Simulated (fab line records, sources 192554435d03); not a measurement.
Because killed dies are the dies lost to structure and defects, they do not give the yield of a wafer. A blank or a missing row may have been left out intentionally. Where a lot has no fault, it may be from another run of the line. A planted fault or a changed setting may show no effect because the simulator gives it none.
fab line records -- flow n5_finfet -- part 1 of 2: steps 1 to 22 of 30
record lots=5, wafers=15, last_day=17
route steps=1938 shown TV_LITHO@1884 TV_OPEN@1887 PAD_METAL@1893 PASSIVATION@1897
lots that met no fault: taken from a fault-free run of the same line
start_h: the number of hours between the record's first day and the start of the first shown wafer of the lot -- wait_h: hours since the lot's step before -- " as in the row above -- L1.1+2: one row covering several wafers at once -- - either no value or no given start -- * or withheld: withheld -- < > ~ a bound
route shown NAME@n: a module of which the file shows steps, and the number in the route of the first -- usual: average and standard deviation across the fault-free wafers -- same: alike in all rows -- chamber/n: place in a boat -- sites: readings site by site -- _std_site: the standard deviation of these -- _edge_site: the outer-site mean with the inner-site mean subtracted -- radius_mm: for every site, how far away it sits from the centre of the wafer -- mask NAME#n: copy n -- behind: tool/chamber where the wafer was last shaped -- hold: why the lot was held/for how many hours/how that ended -- device: whichever transistor did not switch (one of n, p or np) -- end of line: tests of these same wafers at the route's end -- a step given without rows: its recipe and nothing more -- killed: not the wafer's yield, but the dies lost to structure and defects at the first sort -- map: a wafer's dies, marking killed ones x, the rest . and places with no die _
set.NAME: the run value of the setting; set.NAME@STEP: its run value at that earlier step -- model.NAME: the simulator's own value behind a step, which no gauge read
lots at some steps of the route; a table a step, a row a wafer
services: the hour from which a tool's chamber was out of use, counted from the record's first day as start_h (under 0 if before that day), plus the number of hours and why
## steps
# step N5_PASSIVATION_OVL_MEAS_60
# recipe points_per_wafer=44
# usual TV_OVL=5/5.2
lot.wafer,tool,chamber,start_h,wait_h,TV_OVL[nm]
L080.2,overlay-02,0,298.56,0.0,7
L080.3,overlay-02,0,298.56,0.0,4
L080.5,overlay-02,0,298.56,0.0,11
L084.4,overlay-02,0,327.92,0.0,2
L084.5,overlay-02,0,327.92,0.0,3
L084.6,overlay-02,0,327.92,0.0,1
L089.1,overlay-01,0,353.36,0.0,-2
L089.2,overlay-01,0,353.36,0.0,2
L089.4,overlay-01,0,353.36,0.0,-5
L090.1,overlay-02,0,366.56,0.0,6
L090.3,overlay-02,0,366.56,0.0,7
L090.4,overlay-02,0,366.56,0.0,7
L096.1,overlay-01,0,394.97,0.0,9
L096.3,overlay-01,0,394.97,0.0,6
L096.6,overlay-01,0,394.97,0.0,-3
# step N5_PASSIVATION_INSPECT_61
# recipe mode=adi, inspect_instrument=macro
# usual raw_defect_count=1.9/1.3
lot.wafer,tool,chamber,start_h,wait_h,raw_defect_count
L080.2,defect_inspect-02,-,298.58,0.0,0
L080.3,defect_inspect-02,-,298.58,0.0,0
L080.5,defect_inspect-02,-,298.58,0.0,3
L084.4,defect_inspect-01,-,327.95,0.0,2
L084.5,defect_inspect-01,-,327.95,0.0,1
L084.6,defect_inspect-01,-,327.95,0.0,1
L089.1,defect_inspect-01,-,353.39,0.0,1
L089.2,defect_inspect-01,-,353.39,0.0,5
L089.4,defect_inspect-01,-,353.39,0.0,2
L090.1,defect_inspect-02,-,366.58,0.0,1
L090.3,defect_inspect-02,-,366.58,0.0,1
L090.4,defect_inspect-02,-,366.58,0.0,1
L096.1,defect_inspect-01,-,394.99,0.0,1
L096.3,defect_inspect-01,-,394.99,0.0,0
L096.6,defect_inspect-01,-,394.99,0.0,2
# step N5_PASSIVATION_DESCUM_12
# recipe chemistry=O2, time_s=7.9, source_power_w=50, bias_power_w=20, pressure_mtorr=20, rf_frequency_hz=2.712e+07, temp_c=40, o2_flow_sccm=225
# usual drypump_motor_current_A=5.7/0.4, oes_product_au=0.80/0.078, rf_vpp_V=243.1/1.1, showerhead_plenum_p_Torr=2.09/0.042, throttle_valve_pct=20.40/0.29
lot.wafer,tool,chamber,start_h,wait_h,drypump_motor_current_A,oes_product_au,rf_hours_counter_h,rf_vpp_V,showerhead_plenum_p_Torr,throttle_valve_pct
L080.2,rie_diel-05,2,299.77,1.2,5.0,0.85,48,241.9,2.13,19.89
L080.3,rie_diel-05,1,299.77,1.2,6.2,0.77,121,244.7,2.11,20.79
L080.5,rie_diel-05,3,299.77,1.2,5.4,0.72,-,243.4,2.08,20.96
L084.4,rie_diel-03,2,327.98,0.0,5.4,0.70,184,242.2,2.08,20.39
L084.5,rie_diel-03,3,327.98,0.0,6.2,0.82,-,242.6,2.12,20.40
L084.6,rie_diel-03,0,327.98,0.0,6.2,0.74,-,242.0,2.00,20.20
L089.1,rie_diel-01,2,353.42,0.0,5.7,0.78,116,240.8,2.02,20.23
L089.2,rie_diel-01,0,353.42,0.0,5.6,0.72,192,241.5,2.08,20.50
L089.4,rie_diel-01,1,353.42,0.0,5.7,0.79,132,244.2,2.11,20.46
L090.1,rie_diel-05,1,366.64,0.1,6.2,0.76,141,241.0,2.10,20.81
L090.3,rie_diel-05,0,366.64,0.1,5.7,0.92,20,242.2,2.06,20.50
L090.4,rie_diel-05,3,366.64,0.1,5.4,0.71,214,242.0,2.07,20.97
L096.1,rie_diel-01,3,395.03,0.0,5.2,0.84,69,243.3,2.11,20.17
L096.3,rie_diel-01,2,395.03,0.0,5.7,0.76,128,242.2,2.02,20.26
L096.6,rie_diel-01,2,395.03,0.0,5.7,0.76,-,242.1,2.02,20.24
# step N5_PASSIVATION_PASS_ETCH_74
# recipe chemistry=CF4/O2, target=SiNx, target_depth_a=2200, time_s=110, ion_energy_ev=100, pressure_mtorr=40, source_w=535, bias_w=49, Ar_flow_sccm=100, cf4_flow_sccm=100, O2_flow_sccm=10
# usual O2_flow_sccm=10.00/0.031, bias_w=49.00/0.14, drypump_motor_current_A=5.7/0.41, oes_product_au=0.80/0.079, rf_vpp_V=239.7/2.7, showerhead_plenum_p_Torr=2.20/0.042, throttle_valve_pct=15.95/0.28
lot.wafer,tool,chamber,start_h,wait_h,O2_flow_sccm,bias_w,drypump_motor_current_A,oes_product_au,rf_hours_counter_h,rf_vpp_V,showerhead_plenum_p_Torr,throttle_valve_pct
L080.2,rie_diel-05,2,299.83,0.0,10.03,49.20,5.0,0.87,48,234.8,2.24,15.44
L080.3,rie_diel-05,1,299.83,0.0,10.00,49.03,6.2,0.78,121,240.6,2.22,16.28
L080.5,rie_diel-05,3,299.83,0.0,9.98,49.17,5.4,0.73,-,237.0,2.19,16.54
L084.4,rie_diel-03,2,328.05,0.0,10.01,49.19,5.4,0.72,184,240.1,2.20,16.03
L084.5,rie_diel-03,3,328.05,0.0,9.99,49.04,6.2,0.82,-,238.3,2.22,15.85
L084.6,rie_diel-03,0,328.05,0.0,10.01,49.16,6.2,0.74,-,239.0,2.11,15.85
L089.1,rie_diel-01,2,353.49,0.0,9.98,49.18,5.7,0.77,116,243.1,2.13,15.81
L089.2,rie_diel-01,0,353.49,0.0,10.00,48.89,5.6,0.72,192,238.5,2.19,16.06
L089.4,rie_diel-01,1,353.49,0.0,9.98,48.91,5.7,0.78,132,245.2,2.22,16.02
L090.1,rie_diel-05,1,366.71,0.0,9.98,48.99,6.2,0.76,141,240.7,2.21,16.34
L090.3,rie_diel-05,0,366.71,0.0,9.95,48.91,5.7,0.93,20,237.4,2.16,15.92
L090.4,rie_diel-05,3,366.71,0.0,10.02,48.74,5.4,0.71,214,237.8,2.19,16.57
L096.1,rie_diel-01,3,395.09,0.0,10.04,48.95,5.1,0.86,69,239.5,2.23,15.76
L096.3,rie_diel-01,2,395.09,0.0,10.05,48.93,5.7,0.76,128,244.5,2.13,15.84
L096.6,rie_diel-01,2,395.09,0.0,10.02,49.08,5.7,0.76,-,242.9,2.13,15.81
# step N5_PASSIVATION_VIA_ETCH_13
# recipe chemistry=CHF3/O2, target=SiO2, target_depth_a=6600, CHF3_flow_sccm=50, O2_flow_sccm=5, Ar_flow_sccm=200, time_s=330, mask_material=PR, pressure_mtorr=30, source_w=650, bias_w=170, ion_energy_ev=200, ends=cleared
# usual O2_flow_sccm=5.000/0.014, bias_w=170.0/0.5, drypump_motor_current_A=5.7/0.4, etch_rf_on_time_s=235/4.2, oes_product_au=0.72/0.07, rf_vpp_V=522/5.2, showerhead_plenum_p_Torr=2.40/0.049, throttle_valve_pct=18.84/0.28
lot.wafer,tool,chamber,start_h,wait_h,O2_flow_sccm,bias_w,drypump_motor_current_A,etch_rf_on_time_s,oes_product_au,rf_hours_counter_h,rf_vpp_V,showerhead_plenum_p_Torr,throttle_valve_pct
L080.2,rie_diel-05,2,299.92,0.0,5.009,170.2,5.0,227,0.78,48,512,2.46,18.38
L080.3,rie_diel-05,1,299.92,0.0,5.010,169.8,6.2,235,0.69,121,522,2.42,19.19
L080.5,rie_diel-05,3,299.92,0.0,5.032,170.3,5.4,239,0.65,-,518,2.39,19.39
L084.4,rie_diel-03,2,328.14,0.0,5.003,169.2,5.4,238,0.64,184,524,2.40,18.89
L084.5,rie_diel-03,3,328.14,0.0,5.001,169.8,6.2,239,0.74,-,521,2.43,18.76
L084.6,rie_diel-03,0,328.14,0.0,4.999,170.0,6.2,246,0.66,-,519,2.31,18.71
L089.1,rie_diel-01,2,353.58,0.0,5.007,170.1,5.7,232,0.71,116,527,2.32,18.62
L089.2,rie_diel-01,0,353.58,0.0,5.021,170.2,5.6,238,0.64,192,520,2.40,18.97
L089.4,rie_diel-01,1,353.58,0.0,5.002,168.9,5.8,242,0.71,132,533,2.42,18.90
L090.1,rie_diel-05,1,366.80,0.0,4.995,170.1,6.2,234,0.69,141,521,2.41,19.23
L090.3,rie_diel-05,0,366.80,0.0,4.973,169.6,5.7,228,0.83,20,517,2.37,18.88
L090.4,rie_diel-05,3,366.80,0.0,4.991,170.3,5.5,234,0.64,214,516,2.38,19.44
L096.1,rie_diel-01,3,395.19,0.0,4.984,170.0,5.2,229,0.78,69,524,2.44,18.66
L096.3,rie_diel-01,2,395.19,0.0,4.991,169.8,5.7,228,0.69,128,527,2.32,18.65
L096.6,rie_diel-01,2,395.19,0.0,5.016,170.1,5.7,236,0.69,-,526,2.32,18.65
# step N5_PASSIVATION_STRIP_14
# recipe chemistry=O2, power_w=600, temp_c=60, pressure_mtorr=30, rf_frequency_hz=6e+07, bias_power_w=0, overash_fraction=0.5, o2_flow_sccm=225
# usual drypump_motor_current_A=5.7/0.41, oes_product_au=0.80/0.078, rf_vpp_V=3.7/0.98, showerhead_plenum_p_Torr=2.09/0.042, throttle_valve_pct=16.64/0.29
lot.wafer,tool,chamber,start_h,wait_h,drypump_motor_current_A,oes_product_au,rf_hours_counter_h,rf_vpp_V,showerhead_plenum_p_Torr,throttle_valve_pct
L080.2,rie_diel-05,2,300.12,0.1,5.0,0.86,48,3.1,2.14,16.13
L080.3,rie_diel-05,1,300.12,0.1,6.2,0.76,121,3.0,2.11,17.00
L080.5,rie_diel-05,3,300.12,0.1,5.5,0.71,-,4.6,2.08,17.21
L084.4,rie_diel-03,2,328.34,0.1,5.4,0.72,185,5.0,2.08,16.65
L084.5,rie_diel-03,3,328.34,0.1,6.2,0.82,-,3.6,2.13,16.59
L084.6,rie_diel-03,0,328.34,0.1,6.2,0.74,-,4.1,2.00,16.52
L089.1,rie_diel-01,2,353.78,0.1,5.7,0.78,116,3.2,2.03,16.46
L089.2,rie_diel-01,0,353.78,0.1,5.6,0.73,192,2.8,2.09,16.78
L089.4,rie_diel-01,1,353.78,0.1,5.7,0.78,132,2.9,2.11,16.70
L090.1,rie_diel-05,1,367.00,0.1,6.2,0.76,141,3.5,2.10,17.04
L090.3,rie_diel-05,0,367.00,0.1,5.7,0.92,20,3.5,2.07,16.62
L090.4,rie_diel-05,3,367.00,0.1,5.5,0.71,214,2.8,2.07,17.23
L096.1,rie_diel-01,3,395.38,0.1,5.1,0.86,69,4.3,2.12,16.39
L096.3,rie_diel-01,2,395.38,0.1,5.7,0.77,128,3.0,2.02,16.53
L096.6,rie_diel-01,2,395.38,0.1,5.7,0.77,-,4.3,2.02,16.49
# step N5_PASSIVATION_ETCH_15
# recipe chemistry=CF4/N2, target=SiCN, target_depth_a=750, taper_deg=2, time_s=81.2, ion_energy_ev=150, mask_material=SiNx, pressure_mtorr=40, source_w=430, bias_w=70, Ar_flow_sccm=100, cf4_flow_sccm=60, n2_flow_sccm=60
# usual bias_w=69.99/0.19, drypump_motor_current_A=5.7/0.4, n2_flow_sccm=59.98/0.16, oes_product_au=0.80/0.079, rf_vpp_V=382.2/1.3, showerhead_plenum_p_Torr=2.20/0.043, throttle_valve_pct=15.40/0.28
lot.wafer,tool,chamber,start_h,wait_h,bias_w,drypump_motor_current_A,n2_flow_sccm,oes_product_au,rf_hours_counter_h,rf_vpp_V,showerhead_plenum_p_Torr,throttle_valve_pct
L080.2,rie_diel-05,2,-,-,69.80,5.0,60.06,0.87,48,382.8,2.24,14.88
L080.3,rie_diel-05,1,-,-,70.06,6.2,59.88,0.79,121,382.3,2.22,15.75
L080.5,rie_diel-05,3,-,-,70.07,5.4,59.73,0.73,-,381.8,2.19,15.97
L084.4,rie_diel-03,2,-,-,70.14,5.5,60.12,0.72,185,382.3,2.20,15.48
L084.5,rie_diel-03,3,-,-,70.17,6.3,59.92,0.82,-,381.5,2.23,15.31
L084.6,rie_diel-03,0,-,-,69.85,6.2,60.13,0.73,-,379.6,2.11,15.31
L089.1,rie_diel-01,2,-,-,69.77,5.7,60.12,0.78,116,381.1,2.13,15.24
L089.2,rie_diel-01,0,-,-,70.13,5.6,60.20,0.72,192,381.2,2.19,15.54
L089.4,rie_diel-01,1,-,-,69.98,5.7,59.84,0.78,132,381.6,2.22,15.46
L090.1,rie_diel-05,1,-,-,69.78,6.2,59.95,0.75,141,381.6,2.21,15.77
L090.3,rie_diel-05,0,-,-,70.07,5.8,60.23,0.91,20,381.5,2.16,15.38
L090.4,rie_diel-05,3,-,-,70.01,5.4,60.19,0.71,214,382.0,2.18,16.00
L096.1,rie_diel-01,3,-,-,70.22,5.1,60.17,0.86,69,382.1,2.23,15.21
L096.3,rie_diel-01,2,-,-,69.85,5.7,59.95,0.77,128,381.0,2.12,15.27
L096.6,rie_diel-01,2,-,-,70.06,5.7,60.01,0.77,-,381.0,2.12,15.25
# step N5_PASSIVATION_STRIP_73
# recipe chemistry=post_etch_residue_remover, time_s=60, temp_c=25, remover_ph=withheld, remover_water_wt_pct=withheld, remover_fluoride_wt_pct=withheld
lot.wafer,tool,chamber,start_h,wait_h
L080.2+3+5,wet_bench-02,"4,1,0",300.28,-
L084.4+5+6,wet_bench-02,"1,0,7",328.49,-
L089.1+2+4,wet_bench-04,"2,0,3",353.93,-
L090.1+3+4,wet_bench-04,"6,7,0",367.15,-
L096.1+3+6,wet_bench-02,"0,1,2",395.54,-
# step N5_PASSIVATION_SRD_17
# recipe time_s=30, temp_c=23, rinse_liquid=diw, dry=n2_spin, spin_rpm=1500, dry_time_s=30
# usual do_supply_ppb=9.99/0.089
lot.wafer,tool,chamber,start_h,wait_h,do_supply_ppb
L080.2,wet_bench-02,4,300.30,0.0,10.00
L080.3,wet_bench-02,1,300.30,0.0,10.04
L080.5,wet_bench-02,0,300.30,0.0,9.95
L084.4,wet_bench-02,1,328.51,0.0,9.86
L084.5,wet_bench-02,0,328.51,0.0,10.09
L084.6,wet_bench-02,7,328.51,0.0,9.88
L089.1,wet_bench-04,2,353.95,0.0,10.17
L089.2,wet_bench-04,0,353.95,0.0,10.01
L089.4,wet_bench-04,3,353.95,0.0,10.01
L090.1,wet_bench-04,6,367.17,0.0,10.04
L090.3,wet_bench-04,7,367.17,0.0,10.12
L090.4,wet_bench-04,0,367.17,0.0,10.11
L096.1,wet_bench-02,0,395.56,0.0,9.94
L096.3,wet_bench-02,1,395.56,0.0,10.09
L096.6,wet_bench-02,2,395.56,0.0,10.25
# step N5_PASSIVATION_DEGAS_18
# recipe ambient=vacuum, temp_c=300, time_s=60
# usual heater_power_w=489/58
lot.wafer,tool,chamber,start_h,wait_h,heater_power_w
L080.2,pvd_sputter-01,-,300.52,0.2,506
L080.3,pvd_sputter-01,-,300.52,0.2,448
L080.5,pvd_sputter-01,-,300.52,0.2,439
L084.4,pvd_sputter-03,-,329.13,0.6,416
L084.5,pvd_sputter-03,-,329.13,0.6,489
L084.6,pvd_sputter-03,-,329.13,0.6,408
L089.1,pvd_sputter-02,-,354.25,0.3,575
L089.2,pvd_sputter-02,-,354.25,0.3,544
L089.4,pvd_sputter-02,-,354.25,0.3,441
L090.1,pvd_sputter-01,-,367.93,0.7,554
L090.3,pvd_sputter-01,-,367.93,0.7,439
L090.4,pvd_sputter-01,-,367.93,0.7,507
L096.1,pvd_sputter-03,-,396.28,0.7,416
L096.3,pvd_sputter-03,-,396.28,0.7,470
L096.6,pvd_sputter-03,-,396.28,0.7,419
# step N5_PASSIVATION_PRE_CLEAN_19
# recipe gas=H2/He, time_s=*, temp_c=*
# usual heater_power_w=490/58
lot.wafer,tool,chamber,start_h,wait_h,heater_power_w
L080.2,pvd_sputter-01,-,300.56,0.0,515
L080.3,pvd_sputter-01,-,300.56,0.0,445
L080.5,pvd_sputter-01,-,300.56,0.0,442
L084.4,pvd_sputter-03,-,329.17,0.0,418
L084.5,pvd_sputter-03,-,329.17,0.0,503
L084.6,pvd_sputter-03,-,329.17,0.0,422
L089.1,pvd_sputter-02,-,354.29,0.0,594
L089.2,pvd_sputter-02,-,354.29,0.0,559
L089.4,pvd_sputter-02,-,354.29,0.0,442
L090.1,pvd_sputter-01,-,367.97,0.0,574
L090.3,pvd_sputter-01,-,367.97,0.0,446
L090.4,pvd_sputter-01,-,367.97,0.0,497
L096.1,pvd_sputter-03,-,396.32,0.0,413
L096.3,pvd_sputter-03,-,396.32,0.0,466
L096.6,pvd_sputter-03,-,396.32,0.0,412
# step N5_PASSIVATION_SPUTTER_20
# recipe material=TaN, target_thk_a=500, temp_c=25, chamber_pressure_pa=0.4
# usual throttle_valve_pct=30.0/0.44
lot.wafer,tool,chamber,start_h,wait_h,throttle_valve_pct
L080.2,pvd_sputter-01,-,300.60,0.0,30.0
L080.3,pvd_sputter-01,-,300.60,0.0,30.6
L080.5,pvd_sputter-01,-,300.60,0.0,30.9
L084.4,pvd_sputter-03,-,329.21,0.0,30.6
L084.5,pvd_sputter-03,-,329.21,0.0,29.9
L084.6,pvd_sputter-03,-,329.21,0.0,30.3
L089.1,pvd_sputter-02,-,354.33,0.0,30.6
L089.2,pvd_sputter-02,-,354.33,0.0,29.4
L089.4,pvd_sputter-02,-,354.33,0.0,30.7
L090.1,pvd_sputter-01,-,368.01,0.0,29.6
L090.3,pvd_sputter-01,-,368.01,0.0,30.9
L090.4,pvd_sputter-01,-,368.01,0.0,29.9
L096.1,pvd_sputter-03,-,396.36,0.0,30.6
L096.3,pvd_sputter-03,-,396.36,0.0,29.8
L096.6,pvd_sputter-03,-,396.36,0.0,29.8
# step N5_PASSIVATION_AL_DEP_21
# recipe material=Al, target_thk_a=28000, temp_c=400, time_s=170, power_w=30000, chamber_pressure_pa=0.4, gas=Ar
# usual throttle_valve_pct=30.1/0.43
lot.wafer,tool,chamber,start_h,wait_h,throttle_valve_pct
L080.2,pvd_sputter-01,-,300.70,0.1,29.7
L080.3,pvd_sputter-01,-,300.70,0.1,30.8
L080.5,pvd_sputter-01,-,300.70,0.1,31.0
L084.4,pvd_sputter-03,-,329.31,0.1,30.5
L084.5,pvd_sputter-03,-,329.31,0.1,29.7
L084.6,pvd_sputter-03,-,329.31,0.1,30.2
L089.1,pvd_sputter-02,-,354.43,0.1,30.6
L089.2,pvd_sputter-02,-,354.43,0.1,29.1
L089.4,pvd_sputter-02,-,354.43,0.1,30.2
L090.1,pvd_sputter-01,-,368.11,0.1,29.3
L090.3,pvd_sputter-01,-,368.11,0.1,30.8
L090.4,pvd_sputter-01,-,368.11,0.1,29.7
L096.1,pvd_sputter-03,-,396.46,0.1,30.5
L096.3,pvd_sputter-03,-,396.46,0.1,29.6
L096.6,pvd_sputter-03,-,396.46,0.1,29.9
# step N5_PASSIVATION_HMDS_23
# recipe time_s=60, temp_c=120
# usual heater_power_total_W=196.7/2
lot.wafer,tool,chamber,start_h,wait_h,heater_power_total_W
L080.2,litho_track-01,0,300.89,0.1,198.8
L080.3,litho_track-01,0,300.89,0.1,195.1
L080.5,litho_track-01,0,300.89,0.1,195.7
L084.4,litho_track-05,0,329.50,0.1,195.0
L084.5,litho_track-05,0,329.50,0.1,198.3
L084.6,litho_track-05,0,329.50,0.1,199.6
L089.1,litho_track-01,0,354.62,0.1,194.4
L089.2,litho_track-01,0,354.62,0.1,195.2
L089.4,litho_track-01,0,354.62,0.1,194.7
L090.1,litho_track-03,0,368.30,0.1,196.2
L090.3,litho_track-03,0,368.30,0.1,197.2
L090.4,litho_track-03,0,368.30,0.1,196.7
L096.1,litho_track-05,0,396.65,0.1,198.8
L096.3,litho_track-05,0,396.65,0.1,199.1
L096.6,litho_track-05,0,396.65,0.1,199.7
# step N5_PASSIVATION_COAT_24
# recipe spin_rpm=3000, resist_thk_nm=withheld
lot.wafer,tool,chamber,start_h,wait_h
L080.2+3+5,litho_track-01,0,-,-
L084.4+5+6,litho_track-05,0,-,-
L089.1+2+4,litho_track-01,0,-,-
L090.1+3+4,litho_track-03,0,-,-
L096.1+3+6,litho_track-05,0,-,-
# step N5_PASSIVATION_EBR_26
# recipe solvent=PGMEA, ebr_width_mm=1.5
lot.wafer,tool,chamber,start_h,wait_h
L080.2+3+5,litho_track-01,0,-,-
L084.4+5+6,litho_track-05,0,-,-
L089.1+2+4,litho_track-01,0,-,-
L090.1+3+4,litho_track-03,0,-,-
L096.1+3+6,litho_track-05,0,-,-
# step N5_PASSIVATION_SOFTBAKE_25
# recipe temp_c=100, time_s=90
# usual heater_power_total_W=121.2/0.61
lot.wafer,tool,chamber,start_h,wait_h,heater_power_total_W
L080.2,litho_track-01,0,-,-,120.6
L080.3,litho_track-01,0,-,-,121.9
L080.5,litho_track-01,0,-,-,120.8
L084.4,litho_track-05,0,-,-,120.2
L084.5,litho_track-05,0,-,-,121.6
L084.6,litho_track-05,0,-,-,122.1
L089.1,litho_track-01,0,-,-,120.3
L089.2,litho_track-01,0,-,-,121.4
L089.4,litho_track-01,0,-,-,120.1
L090.1,litho_track-03,0,-,-,122.0
L090.3,litho_track-03,0,-,-,119.9
L090.4,litho_track-03,0,-,-,121.4
L096.1,litho_track-05,0,-,-,122.0
L096.3,litho_track-05,0,-,-,121.1
L096.6,litho_track-05,0,-,-,121.0
# step N5_PASSIVATION_EXPOSE_27
# recipe mask_id=PAD, na=0.55, source_shape=conventional, sigma_outer=0.8, polarization=unpolarized, defocus_nm=0, dose_mj=32.3
lot.wafer,tool,chamber,start_h,wait_h,mask
L080.2+3+5,krf_scanner-01,0,301.00,-,PAD#0
L084.4+5+6,krf_scanner-01,0,329.75,-,PAD#0
L089.1+2+4,krf_scanner-02,0,354.85,-,PAD#0
L090.1+3+4,krf_scanner-01,0,368.40,-,PAD#0
L096.1+3+6,krf_scanner-02,0,396.88,-,PAD#0
# step N5_PASSIVATION_PEB_28
# recipe peb_temp_c=withheld, peb_time_s=*
lot.wafer,tool,chamber,start_h,wait_h
L080.2+3+5,litho_track-01,0,301.06,0.0
L084.4+5+6,litho_track-03,0,329.79,0.0
L089.1+2+4,litho_track-01,0,354.91,0.1
L090.1+3+4,litho_track-05,0,368.46,0.1
L096.1+3+6,litho_track-05,0,396.93,0.1
# step N5_PASSIVATION_DEVELOP_29
# recipe develop_time_s=60, rinse_liquid=diw, dry=air_spin, dev_temp_c=21
lot.wafer,tool,chamber,start_h,wait_h
L080.2+3+5,litho_track-01,0,-,-
L084.4+5+6,litho_track-03,0,-,-
L089.1+2+4,litho_track-01,0,-,-
L090.1+3+4,litho_track-05,0,-,-
L096.1+3+6,litho_track-05,0,-,-
# step N5_PASSIVATION_HARDBAKE_31
# recipe temp_c=130, time_s=120
# usual heater_power_total_W=148.0/0.88
lot.wafer,tool,chamber,start_h,wait_h,heater_power_total_W
L080.2,litho_track-01,0,-,-,146.6
L080.3,litho_track-01,0,-,-,149.2
L080.5,litho_track-01,0,-,-,149.2
L084.4,litho_track-03,0,-,-,146.8
L084.5,litho_track-03,0,-,-,147.2
L084.6,litho_track-03,0,-,-,146.5
L089.1,litho_track-01,0,-,-,148.2
L089.2,litho_track-01,0,-,-,147.7
L089.4,litho_track-01,0,-,-,147.3
L090.1,litho_track-05,0,-,-,147.9
L090.3,litho_track-05,0,-,-,149.0
L090.4,litho_track-05,0,-,-,146.9
L096.1,litho_track-05,0,-,-,147.5
L096.3,litho_track-05,0,-,-,148.0
L096.6,litho_track-05,0,-,-,147.7
# step N5_PASSIVATION_CD_MEAS_30
# recipe target_cd_nm=4000, landing_energy_ev=500, detector=se_inlens, polarity=opening
# usual cd_nm=3999.7/1.4
# same landing_energy_ev=500
lot.wafer,tool,chamber,start_h,wait_h,cd_nm
L080.2,cd_sem-03,0,301.18,-,3998.4
L080.3,cd_sem-03,0,301.18,-,3997.9
L080.5,cd_sem-03,0,301.18,-,3999.7
L084.4,cd_sem-02,0,329.91,-,4000.6
L084.5,cd_sem-02,0,329.91,-,4001.9
L084.6,cd_sem-02,0,329.91,-,4001.9
L089.1,cd_sem-03,0,355.03,-,3998.9
L089.2,cd_sem-03,0,355.03,-,3999.0
L089.4,cd_sem-03,0,355.03,-,3997.5
L090.1,cd_sem-01,0,368.58,-,4000.0
L090.3,cd_sem-01,0,368.58,-,3999.7
L090.4,cd_sem-01,0,368.58,-,3999.6
L096.1,cd_sem-03,0,397.05,-,3998.6
L096.3,cd_sem-03,0,397.05,-,3997.9
L096.6,cd_sem-03,0,397.05,-,4001.3
